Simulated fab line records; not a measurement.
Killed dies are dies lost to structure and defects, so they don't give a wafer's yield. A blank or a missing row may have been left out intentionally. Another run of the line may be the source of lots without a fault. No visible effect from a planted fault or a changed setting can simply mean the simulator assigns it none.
fab line records -- flow n5-finfet
record lots=10, wafers=27, last-day=18
route steps=1938 shown BEOL_M4@1094 BEOL_M5@1115 PASSIVATION@1936
lots that met no fault: taken from a fault-free run of the same line
start-h: hours from the record's opening day to when the first of the lot's shown wafers began -- wait-h: hours elapsed since this lot's preceding step -- " the same as in the row above -- L1.1+2: several wafers, shown together as one row -- - no value, or no start given -- * or withheld: withheld -- < > ~ a bound
route shown NAME@n: names a module that has steps shown in the file, with the first one's number in the route -- usual: average and standard deviation across the fault-free wafers -- same: alike in all rows -- chamber/n: place in a boat -- sites: the reading at each site -- _std_site: standard deviation of those values -- _edge_site: inner sites' mean taken away from outer sites' mean -- radius-mm: how far each site lies from the wafer's centre -- mask NAME#n: copy n -- behind: the most recent tool/chamber to have shaped the wafer -- hold: cause of the lot's hold/its duration in hours/its outcome -- device: which transistor (n, p or np) failed to switch -- end of line: tests run on the same wafers once the route is complete -- a step with no rows: only its recipe -- killed: dies that structure and defects cost at the first sort, which is not the same as the wafer's yield -- map: the dies of a wafer, with x for killed, . for not killed, _ for no die there
set.NAME: setting as actually run; set.NAME@STEP: the setting as run at that earlier step -- model.NAME: the simulator's own value behind a step, which no gauge read
route steps across a sampled set of lots; one table per step, one row per wafer
services: the hour from which a tool's chamber was out of use, counted from the record's first day as start-h (under 0 if before that day), plus the number of hours and why
## steps
# step N5_BEOL_M4_SPUTTER_90
# recipe material=Cu, target-thk-a=45, temp-c=-20, chamber-pressure-pa=0.07, power-w=withheld, time-s=8.29
# usual throttle-valve-pct=29.9/0.92
lot.wafer,tool,chamber,start-h,wait-h,throttle-valve-pct
L666.1,pvd-sputter-01,-,188.91,0.1,29.0
L666.2,pvd-sputter-01,-,188.91,0.1,29.7
L666.3,pvd-sputter-01,-,188.91,0.1,30.1
L665.2,pvd-sputter-01,-,195.51,0.1,29.4
L665.4,pvd-sputter-01,-,195.51,0.1,29.1
L665.5,pvd-sputter-01,-,195.51,0.1,29.0
L667.2,pvd-sputter-02,-,210.57,0.1,31.0
L667.5,pvd-sputter-02,-,210.57,0.1,28.9
L671.1,pvd-sputter-02,-,230.08,0.1,29.0
L671.4,pvd-sputter-02,-,230.08,0.1,27.9
L671.6,pvd-sputter-02,-,230.08,0.1,30.7
L672.1,pvd-sputter-02,-,235.67,0.1,28.0
L672.2,pvd-sputter-02,-,235.67,0.1,31.1
L672.3,pvd-sputter-02,-,235.67,0.1,29.0
L673.3,pvd-sputter-01,-,243.85,0.1,30.1
L673.4,pvd-sputter-01,-,243.85,0.1,30.6
L673.6,pvd-sputter-01,-,243.85,0.1,30.7
L678.1,pvd-sputter-01,-,281.61,0.1,30.8
L678.5,pvd-sputter-01,-,281.61,0.1,30.8
L678.6,pvd-sputter-01,-,281.61,0.1,29.5
L679.3,pvd-sputter-02,-,282.91,0.1,28.0
L679.4,pvd-sputter-02,-,282.91,0.1,29.0
L681.2,pvd-sputter-01,-,286.04,0.1,29.6
L681.5,pvd-sputter-01,-,286.04,0.1,28.9
L684.2,pvd-sputter-01,-,328.07,0.1,30.3
L684.5,pvd-sputter-01,-,328.07,0.1,30.2
L684.6,pvd-sputter-01,-,328.07,0.1,29.1
# step N5_BEOL_M4_DEP_57
# recipe material=SiCN, target-thk-a=80, temp-c=withheld, precursor=3MS/NH3, pressure-torr=3, rf-w=202, time-s=14
# usual showerhead-plenum-p-Torr=3.672/0.017, throttle-valve-pct=9.0/0.33
lot.wafer,tool,chamber,start-h,wait-h,showerhead-plenum-p-Torr,throttle-valve-pct
L666.1,pecvd-01,2,190.98,0.0,3.674,8.5
L666.2,pecvd-01,0,190.98,0.0,3.685,8.9
L666.3,pecvd-01,1,190.98,0.0,3.652,8.7
L665.2,pecvd-01,1,197.15,0.0,3.662,8.8
L665.4,pecvd-01,1,197.15,0.0,3.660,8.6
L665.5,pecvd-01,2,197.15,0.0,3.663,8.7
L667.2,pecvd-04,1,212.35,0.0,3.666,9.0
L667.5,pecvd-04,1,212.35,0.0,3.677,9.1
L671.1,pecvd-02,0,231.72,0.0,3.682,9.3
L671.4,pecvd-02,0,231.72,0.0,3.670,9.1
L671.6,pecvd-02,2,231.72,0.0,3.636,9.2
L672.1,pecvd-01,0,237.51,0.0,3.684,9.0
L672.2,pecvd-01,1,237.51,0.0,3.662,9.0
L672.3,pecvd-01,2,237.51,0.0,3.678,8.5
L673.3,pecvd-01,1,245.49,0.0,3.666,8.9
L673.4,pecvd-01,0,245.49,0.0,3.685,8.9
L673.6,pecvd-01,1,245.49,0.0,3.661,8.6
L678.1,pecvd-02,0,283.26,0.0,3.685,8.9
L678.5,pecvd-02,0,283.26,0.0,3.671,9.2
L678.6,pecvd-02,2,283.26,0.0,3.639,9.0
L679.3,pecvd-02,0,284.55,0.0,3.677,9.1
L679.4,pecvd-02,1,284.55,0.0,3.679,9.4
L681.2,pecvd-02,1,287.94,0.0,3.683,9.7
L681.5,pecvd-02,2,287.94,0.0,3.639,9.2
L684.2,pecvd-02,2,329.82,0.0,3.641,9.2
L684.5,pecvd-02,1,329.82,0.0,3.685,9.4
L684.6,pecvd-02,0,329.82,0.0,3.683,9.3
# step N5_BEOL_M4_INSPECT_59
# recipe inspect-instrument=darkfield, mode=post-dep
# usual raw-defect-count=70/24
lot.wafer,tool,chamber,start-h,wait-h,raw-defect-count
L666.1,defect-inspect-01,-,191.07,0.0,58
L666.2,defect-inspect-01,-,191.07,0.0,112
L666.3,defect-inspect-01,-,191.07,0.0,106
L665.2,defect-inspect-02,-,197.25,0.0,84
L665.4,defect-inspect-02,-,197.25,0.0,120
L665.5,defect-inspect-02,-,197.25,0.0,85
L667.2,defect-inspect-02,-,212.44,0.0,75
L667.5,defect-inspect-02,-,212.44,0.0,64
L671.1,defect-inspect-01,-,231.82,0.0,38
L671.4,defect-inspect-01,-,231.82,0.0,54
L671.6,defect-inspect-01,-,231.82,0.0,30
L672.1,defect-inspect-01,-,237.60,0.0,1004
L672.2,defect-inspect-01,-,237.60,0.0,1100
L672.3,defect-inspect-01,-,237.60,0.0,1054
L673.3,defect-inspect-01,-,245.58,0.0,1141
L673.4,defect-inspect-01,-,245.58,0.0,1102
L673.6,defect-inspect-01,-,245.58,0.0,1088
L678.1,defect-inspect-02,-,283.35,0.0,99
L678.5,defect-inspect-02,-,283.35,0.0,80
L678.6,defect-inspect-02,-,283.35,0.0,59
L679.3,defect-inspect-01,-,284.64,0.0,53
L679.4,defect-inspect-01,-,284.64,0.0,104
L681.2,defect-inspect-02,-,288.04,0.0,84
L681.5,defect-inspect-02,-,288.04,0.0,63
L684.2,defect-inspect-01,-,329.91,0.0,58
L684.5,defect-inspect-01,-,329.91,0.0,42
L684.6,defect-inspect-01,-,329.91,0.0,46
# step N5_BEOL_M4_RC_MEAS_101
# usual DIBL_N=37.4/2.1, DIBL_P=37.8/2.5, IOFF_N=0.19/0.045, IOFF_P=0.24/0.05, ION_N=682/16, ION_P=467/11, SS_N=71.9/0.67, SS_P=73.6/0.76, VT_N=247/3.6, VT_P=-248/3.6
lot.wafer,tool,chamber,start-h,wait-h,DIBL_N[mV/V],DIBL_P[mV/V],IOFF_N[nA/um],IOFF_P[nA/um],ION_N[uA/um],ION_P[uA/um],SS_N[mV/dec],SS_P[mV/dec],VT_N[mV],VT_P[mV]
L666.1,prober-02,0,191.10,0.0,38.9,39.8,0.23,0.29,704,477,73.0,74.0,242,-244
L666.2,prober-02,0,191.10,0.0,35.4,36.1,0.16,0.22,665,459,72.0,73.6,245,-246
L666.3,prober-02,0,191.10,0.0,33.9,34.6,0.13,0.20,682,477,71.7,72.8,250,-250
L665.2,prober-02,0,197.43,0.2,36.7,36.8,0.16,0.21,680,463,71.6,72.6,250,-251
L665.4,prober-02,0,197.43,0.2,37.8,38.5,0.19,0.25,689,465,72.7,73.0,248,-250
L665.5,prober-02,0,197.43,0.2,39.9,39.8,0.22,0.29,668,458,73.3,74.1,246,-246
L667.2,prober-02,0,212.62,0.2,36.2,37.4,0.16,0.22,689,470,71.4,73.9,247,-248
L667.5,prober-02,0,212.62,0.2,35.6,36.6,0.16,0.21,695,473,72.0,73.1,249,-249
L671.1,prober-01,0,231.84,0.0,37.0,37.4,0.17,0.23,688,469,71.7,73.8,249,-246
L671.4,prober-01,0,231.84,0.0,42.1,43.0,0.29,0.36,691,468,72.6,74.5,244,-241
L671.6,prober-01,0,231.84,0.0,38.8,39.4,0.19,0.26,669,458,71.3,73.7,249,-245
L672.1,prober-01,0,237.62,0.0,39.5,38.9,0.24,0.29,695,475,72.4,74.2,243,-245
L672.2,prober-01,0,237.62,0.0,35.7,35.8,0.16,0.22,697,478,71.2,72.9,247,-246
L672.3,prober-01,0,237.62,0.0,39.3,38.4,0.24,0.27,678,461,72.7,73.1,244,-245
L673.3,prober-01,0,245.91,0.3,41.3,43.0,0.24,0.33,676,463,72.7,74.0,245,-246
L673.4,prober-01,0,245.91,0.3,40.2,42.4,0.24,0.32,695,479,72.9,74.7,245,-247
L673.6,prober-01,0,245.91,0.3,39.6,40.5,0.23,0.28,713,481,72.3,74.7,245,-246
L678.1,prober-01,0,283.37,0.0,40.4,43.3,0.25,0.38,675,465,72.9,75.2,243,-243
L678.5,prober-01,0,283.37,0.0,37.5,37.7,0.17,0.23,663,453,72.1,72.9,252,-249
L678.6,prober-01,0,283.37,0.0,40.2,42.0,0.26,0.35,710,484,71.9,74.2,241,-239
L679.3,prober-02,0,284.98,0.3,39.4,38.5,0.20,0.23,665,451,71.8,73.0,249,-250
L679.4,prober-02,0,284.98,0.3,41.2,40.6,0.23,0.26,698,469,72.2,73.4,246,-249
L681.2,prober-02,0,288.22,0.2,37.6,37.5,0.20,0.27,715,493,71.5,73.7,246,-244
L681.5,prober-02,0,288.22,0.2,36.1,36.6,0.19,0.28,697,485,71.0,74.0,247,-242
L684.2,prober-02,0,330.09,0.2,32.9,33.6,0.11,0.19,677,477,70.8,72.6,253,-247
L684.5,prober-02,0,330.09,0.2,37.6,38.6,0.20,0.29,699,483,72.1,74.1,245,-245
L684.6,prober-02,0,330.09,0.2,31.9,32.6,0.10,0.18,665,468,71.5,72.6,257,-248
# step N5_BEOL_M5_PECVD_70
# recipe material=SiO2, target-thk-a=160, temp-c=400, precursor=TEOS/O2, pressure-torr=5.5, rf-w=450, teos-flow-sccm=53.8, gas=O2, flow-sccm=3000, time-s=18
# usual heater-power-w=683/73, showerhead-plenum-p-Torr=8.79/0.062, throttle-valve-pct=22.2/0.85
lot.wafer,tool,chamber,start-h,wait-h,heater-power-w,showerhead-plenum-p-Torr,throttle-valve-pct
L666.1,pecvd-02,0,192.67,0.0,599,8.83,22.7
L666.2,pecvd-02,2,192.67,0.0,618,8.67,22.1
L666.3,pecvd-02,1,192.67,0.0,634,8.89,23.6
L665.2,pecvd-03,1,199.33,0.0,697,8.80,23.3
L665.4,pecvd-03,1,199.33,0.0,698,8.80,23.3
L665.5,pecvd-03,0,199.33,0.0,669,8.72,22.6
L667.2,pecvd-03,2,214.04,0.0,666,8.75,21.4
L667.5,pecvd-03,1,214.04,0.0,723,8.80,23.6
L671.1,pecvd-01,2,233.41,0.0,718,8.81,20.7
L671.4,pecvd-01,0,233.41,0.0,709,8.85,22.3
L671.6,pecvd-01,1,233.41,0.0,509,8.78,21.4
L672.1,pecvd-02,2,239.20,0.0,586,8.66,22.3
L672.2,pecvd-02,1,239.20,0.0,745,8.89,23.4
L672.3,pecvd-02,0,239.20,0.0,647,8.84,23.0
L673.3,pecvd-03,0,247.19,0.0,732,8.73,22.2
L673.4,pecvd-03,2,247.19,0.0,625,8.77,21.6
L673.6,pecvd-03,1,247.19,0.0,731,8.81,23.2
L678.1,pecvd-03,2,284.96,0.0,697,8.78,21.4
L678.5,pecvd-03,1,284.96,0.0,720,8.78,23.2
L678.6,pecvd-03,0,284.96,0.0,724,8.71,22.3
L679.3,pecvd-02,0,286.25,0.0,644,8.85,22.8
L679.4,pecvd-02,1,286.25,0.0,712,8.88,23.5
L681.2,pecvd-01,0,289.63,0.0,791,8.90,22.2
L681.5,pecvd-01,1,289.63,0.0,572,8.76,21.5
L684.2,pecvd-03,1,331.68,0.0,709,8.78,23.6
L684.5,pecvd-03,2,331.68,0.0,640,8.77,21.2
L684.6,pecvd-03,0,331.68,0.0,727,8.75,22.3
# step N5_BEOL_M5_HM_DEP_02
# recipe material=TiN, target-thk-a=200, temp-c=25, chamber-pressure-pa=0.49996
# usual throttle-valve-pct=29.8/0.79
lot.wafer,tool,chamber,start-h,wait-h,throttle-valve-pct
L666.1,pvd-sputter-01,-,193.37,0.7,28.9
L666.2,pvd-sputter-01,-,193.37,0.7,29.6
L666.3,pvd-sputter-01,-,193.37,0.7,30.0
L665.2,pvd-sputter-02,-,199.94,0.6,30.6
L665.4,pvd-sputter-02,-,199.94,0.6,28.0
L665.5,pvd-sputter-02,-,199.94,0.6,29.1
L667.2,pvd-sputter-01,-,215.36,1.3,29.6
L667.5,pvd-sputter-01,-,215.36,1.3,29.6
L671.1,pvd-sputter-03,-,233.62,0.2,29.3
L671.4,pvd-sputter-03,-,233.62,0.2,30.6
L671.6,pvd-sputter-03,-,233.62,0.2,30.0
L672.1,pvd-sputter-01,-,240.62,1.4,30.1
L672.2,pvd-sputter-01,-,240.62,1.4,30.5
L672.3,pvd-sputter-01,-,240.62,1.4,29.1
L673.3,pvd-sputter-01,-,247.51,0.3,29.6
L673.4,pvd-sputter-01,-,247.51,0.3,29.2
L673.6,pvd-sputter-01,-,247.51,0.3,29.9
L678.1,pvd-sputter-01,-,287.68,2.7,30.7
L678.5,pvd-sputter-01,-,287.68,2.7,29.3
L678.6,pvd-sputter-01,-,287.68,2.7,29.4
L679.3,pvd-sputter-01,-,288.08,1.8,29.6
L679.4,pvd-sputter-01,-,288.08,1.8,30.8
L681.2,pvd-sputter-01,-,291.74,2.1,28.9
L681.5,pvd-sputter-01,-,291.74,2.1,30.3
L684.2,pvd-sputter-02,-,332.40,0.7,27.9
L684.5,pvd-sputter-02,-,332.40,0.7,28.0
L684.6,pvd-sputter-02,-,332.40,0.7,29.2
# step N5_BEOL_M5_INSPECT_13
# recipe mode=adi, inspect-instrument=brightfield
# usual raw-defect-count=407/110
lot.wafer,tool,chamber,start-h,wait-h,raw-defect-count
L666.1,defect-inspect-02,-,193.85,0.1,392
L666.2,defect-inspect-02,-,193.85,0.1,500
L666.3,defect-inspect-02,-,193.85,0.1,443
L665.2,defect-inspect-01,-,200.42,0.0,466
L665.4,defect-inspect-01,-,200.42,0.0,812
L665.5,defect-inspect-01,-,200.42,0.0,452
L667.2,defect-inspect-02,-,215.96,0.0,514
L667.5,defect-inspect-02,-,215.96,0.0,501
L671.1,defect-inspect-01,-,234.10,0.1,245
L671.4,defect-inspect-01,-,234.10,0.1,225
L671.6,defect-inspect-01,-,234.10,0.1,264
L672.1,defect-inspect-01,-,241.23,0.1,1480
L672.2,defect-inspect-01,-,241.23,0.1,1399
L672.3,defect-inspect-01,-,241.23,0.1,1421
L673.3,defect-inspect-01,-,247.99,0.0,1381
L673.4,defect-inspect-01,-,247.99,0.0,1269
L673.6,defect-inspect-01,-,247.99,0.0,1291
L678.1,defect-inspect-02,-,288.29,0.1,693
L678.5,defect-inspect-02,-,288.29,0.1,452
L678.6,defect-inspect-02,-,288.29,0.1,418
L679.3,defect-inspect-02,-,288.56,0.0,359
L679.4,defect-inspect-02,-,288.56,0.0,418
L681.2,defect-inspect-01,-,292.35,0.0,430
L681.5,defect-inspect-01,-,292.35,0.0,360
L684.2,defect-inspect-01,-,333.04,0.0,387
L684.5,defect-inspect-01,-,333.04,0.0,303
L684.6,defect-inspect-01,-,333.04,0.0,305
# step N5_PASSIVATION_PROBE_49
# usual defect-limited-yield=90.9/1.6, killed_at_M0_to_M3=34/10, killed_at_M4_up=13/5.4, killed-at-contacts=13/6, killed-at-front-end=42/13, killed-at-other=4/3.2, killed-dies=107/18, killed-on-rim=14/4.2, killed-open=69/14, killed-short=35/7.7, sort_bin_4_leakage=0.02/0.17, sort_bin_5_function=5.3/1, sort_bin_6_memory=3.3/0.75, sort_bin_8_speed=0.00/0.015, sort-n-pass=1073/19, sort-yield-pct=90.9/1.6
# same gross-dies=1180, killed-at-back-side=0
lot.wafer,tool,chamber,start-h,wait-h,defect-limited-yield[%],killed_at_M0_to_M3,killed_at_M4_up,killed-at-contacts,killed-at-front-end,killed-at-other,killed-dies,killed-on-rim,killed-open,killed-short,sort_bin_4_leakage[%],sort_bin_5_function[%],sort_bin_6_memory[%],sort_bin_8_speed[%],sort-n-pass,sort-yield-pct[%]
L665.2,prober-02,-,294.51,0.1,91.6,27,11,18,40,3,99,13,58,31,0,4.7,2.6,0,1081,91.6
L665.4,prober-02,-,294.61,0.2,90.8,46,3,3,56,1,109,16,69,34,0,5.8,3.2,0,1071,90.8
L665.5,prober-02,-,294.66,0.2,91.2,22,7,15,59,1,104,10,72,29,0,5.0,3.5,0,1076,91.2
L672.1,prober-02,-,341.94,0.0,84.6,21,129,7,23,2,182,24,50,20,0,8.8,3.5,0,998,84.6
L672.2,prober-02,-,341.99,0.1,84.0,36,116,10,25,2,189,25,55,30,0,9.6,3.3,0,991,84.0
L672.3,prober-02,-,342.04,0.1,85.3,30,100,6,33,4,173,34,53,24,0,7.8,3.1,0,1007,85.3
L671.1,prober-01,-,342.57,0.0,89.4,22,17,18,61,7,125,17,79,42,0,6.2,3.9,0,1055,89.4
L671.4,prober-01,-,342.72,0.2,90.6,35,11,21,43,1,111,13,77,34,0,5.9,3.1,0,1069,90.6
L671.6,prober-01,-,342.82,0.3,91.1,36,6,18,43,2,105,14,64,40,0,5.8,2.5,0,1075,91.1
L673.3,prober-01,-,353.38,0.1,81.4,36,126,10,44,3,219,30,65,46,0,12.0,3.3,0,961,81.4
L673.4,prober-01,-,353.43,0.2,81.8,46,114,18,35,2,215,31,70,37,0,10.7,4.0,0,965,81.8
L673.6,prober-01,-,353.53,0.3,80.4,31,135,21,42,2,231,31,80,37,0,11.4,4.9,0,949,80.4
# killed by level:class
L665.2 MOL_CONTACT_COAG:geometric-particle:open=14 BEOL_M2:geometric-particle:open=11 HKMG_FIN:area-etch=8 STI_FIN_REVEAL:geometric-particle:open=7 BEOL_M0_SAQP:geometric-particle:short=5 BEOL_M5:geometric-particle:open=5 FIN_SAQP:geometric-particle:open=4 STI_FIN_REVEAL:geometric-particle:short=4
L665.4 FIN_SAQP:geometric-particle:open=18 STI_FIN_REVEAL:geometric-particle:open=13 BEOL_M2:geometric-particle:open=10 FIN_SAQP:geometric-particle:short=7 BEOL_M1:geometric-particle:open=7 BEOL_M2:geometric-particle:short=6 BEOL_M0_SAQP:geometric-particle:short=5 STARTING-WAFER:geometric-particle:short=5
L665.5 FIN_SAQP:geometric-particle:open=25 FIN_SAQP:geometric-particle:short=11 MOL_CONTACT_COAG:geometric-particle:open=11 BEOL_M2:geometric-particle:open=10 STI_FIN_REVEAL:geometric-particle:open=6 GATE_CUT:geometric-particle:short=4 BEOL_M1:geometric-particle:open=4 GATE_CUT:geometric-particle:open=3
L672.1 BEOL_M4:unspecified=112 BEOL_M4:geometric-particle:open=10 STI_FIN_REVEAL:geometric-particle:open=8 BEOL_M0_SAQP:geometric-particle:open=5 DUMMY_GATE:geometric-particle:open=4 MOL_CONTACT_COAG:geometric-particle:open=4 STARTING-WAFER:geometric-particle:short=4 MOL_CONTACT_COAG:geometric-particle:short=3
L672.2 BEOL_M4:unspecified=103 BEOL_M2:geometric-particle:open=10 DUMMY_GATE:geometric-particle:open=8 BEOL_M4:geometric-particle:open=7 BEOL_M0_SAQP:geometric-particle:open=6 MOL_CONTACT_COAG:geometric-particle:open=6 BEOL_M0_SAQP:geometric-particle:short=5 MOL_CONTACT_COAG:geometric-particle:short=4
L672.3 BEOL_M4:unspecified=85 HKMG_FIN:area-etch=10 BEOL_M3:geometric-particle:open=9 BEOL_M4:geometric-particle:open=8 STI_FIN_REVEAL:geometric-particle:open=6 DUMMY_GATE:geometric-particle:open=5 MOL_CONTACT_COAG:geometric-particle:open=5 BEOL_M0_SAQP:geometric-particle:short=5
L671.1 STI_FIN_REVEAL:geometric-particle:open=16 FIN_SAQP:geometric-particle:open=14 MOL_CONTACT_COAG:geometric-particle:open=14 FIN_SAQP:geometric-particle:short=11 BEOL_M0_SAQP:geometric-particle:short=5 GATE_CUT:geometric-particle:open=5 BEOL_M2:geometric-particle:open=5 GATE_CUT:geometric-particle:short=4
L671.4 MOL_CONTACT_COAG:geometric-particle:open=17 STI_FIN_REVEAL:geometric-particle:open=10 BEOL_M2:geometric-particle:open=8 DUMMY_GATE:geometric-particle:open=7 FIN_SAQP:geometric-particle:open=6 BEOL_M3:geometric-particle:short=6 STARTING-WAFER:geometric-particle:short=6 FIN_SAQP:geometric-particle:short=5
L671.6 MOL_CONTACT_COAG:geometric-particle:open=14 FIN_SAQP:geometric-particle:open=13 FIN_SAQP:geometric-particle:short=9 BEOL_M0_SAQP:geometric-particle:open=9 DUMMY_GATE:geometric-particle:open=8 BEOL_M0_SAQP:geometric-particle:short=7 BEOL_M2:geometric-particle:open=5 BEOL_M2:geometric-particle:short=4
L673.3 BEOL_M4:unspecified=105 BEOL_M0_SAQP:geometric-particle:short=16 FIN_SAQP:geometric-particle:open=12 FIN_SAQP:geometric-particle:short=8 BEOL_M1:geometric-particle:open=8 BEOL_M4:geometric-particle:open=8 STI_FIN_REVEAL:geometric-particle:open=7 MOL_CONTACT_COAG:geometric-particle:open=7
L673.4 BEOL_M4:unspecified=108 FIN_SAQP:geometric-particle:open=14 MOL_CONTACT_COAG:geometric-particle:open=14 BEOL_M0_SAQP:geometric-particle:short=14 BEOL_M0_SAQP:geometric-particle:open=8 FIN_SAQP:geometric-particle:short=7 BEOL_M3:geometric-particle:open=7 BEOL_M1:geometric-particle:open=5
L673.6 BEOL_M4:unspecified=112 MOL_CONTACT_COAG:geometric-particle:open=14 STI_FIN_REVEAL:geometric-particle:open=9 BEOL_M4:geometric-particle:open=9 MOL_CONTACT_COAG:geometric-particle:short=7 BEOL_M3:geometric-particle:open=7 BEOL_M0_SAQP:geometric-particle:short=6 FIN_SAQP:geometric-particle:short=5
## services
tool,chamber,start-h,hours,kind
pecvd-03,2,165.01,2.1,scheduled-down
pecvd-02,2,166.02,23.7,repair
pecvd-04,0,174.90,2.1,scheduled-down
pecvd-03,0,175.21,5.5,scheduled-down
pecvd-01,0,175.57,5.5,scheduled-down
pecvd-04,-,182.39,1.5,repair
pecvd-04,1,188.20,4.6,repair
pecvd-01,-,188.36,0.8,repair
pecvd-03,1,189.02,5.5,scheduled-down
pecvd-04,1,194.61,2.1,scheduled-down
pecvd-02,0,200.13,5.0,scheduled-down
pecvd-01,2,202.38,-,clean
pecvd-01,2,202.38,-,consumable-replace:showerhead
pecvd-01,2,202.38,29.0,scheduled-down
pecvd-01,2,202.38,29.0,vent-cycle
pecvd-02,-,239.60,1.0,repair
pecvd-01,-,242.73,2.0,repair
pecvd-01,1,268.27,3.6,repair
pvd-sputter-02,-,305.99,6.3,repair
pecvd-01,2,314.61,4.8,repair
pecvd-01,0,326.49,2.1,scheduled-down
pecvd-04,0,328.05,5.5,scheduled-down
## key
first-sign step=N5_BEOL_M4_INSPECT_59, reading=raw-defect-count, direction=up, sigmas=43, usual=70, struck=1082
effect step=N5_BEOL_M5_INSPECT_13, reading=raw-defect-count, direction=up, sigmas=8.8, usual=407, struck=1374
effect step=N5_PASSIVATION_PROBE_49, reading=killed_at_M4_up, direction=up, sigmas=20, usual=13, struck=120
more-kills-born-at N5_BEOL_M4_DEP_57@pecvd-01=625
met-at N5_BEOL_M4_DEP_57
struck-lots L672,L673
baseline-loss step=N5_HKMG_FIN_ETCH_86, wafers=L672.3
not-acting-at N5_BEOL_M4_SPUTTER_90,N5_BEOL_M5_PECVD_70,N5_BEOL_M5_HM_DEP_02
onset-between 197.15 237.51
fault kind=chamber-particle-source, tool=pecvd-01, chamber=-, onset-h=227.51, steps=N5_BEOL_M4_DEP_57, rate-per-visit-cm2=1.5705, end-h=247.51
# baseline-loss: these wafers lose ten dies or more at that step, a loss of the line's own and not of a fault; the sort's usual values leave them out
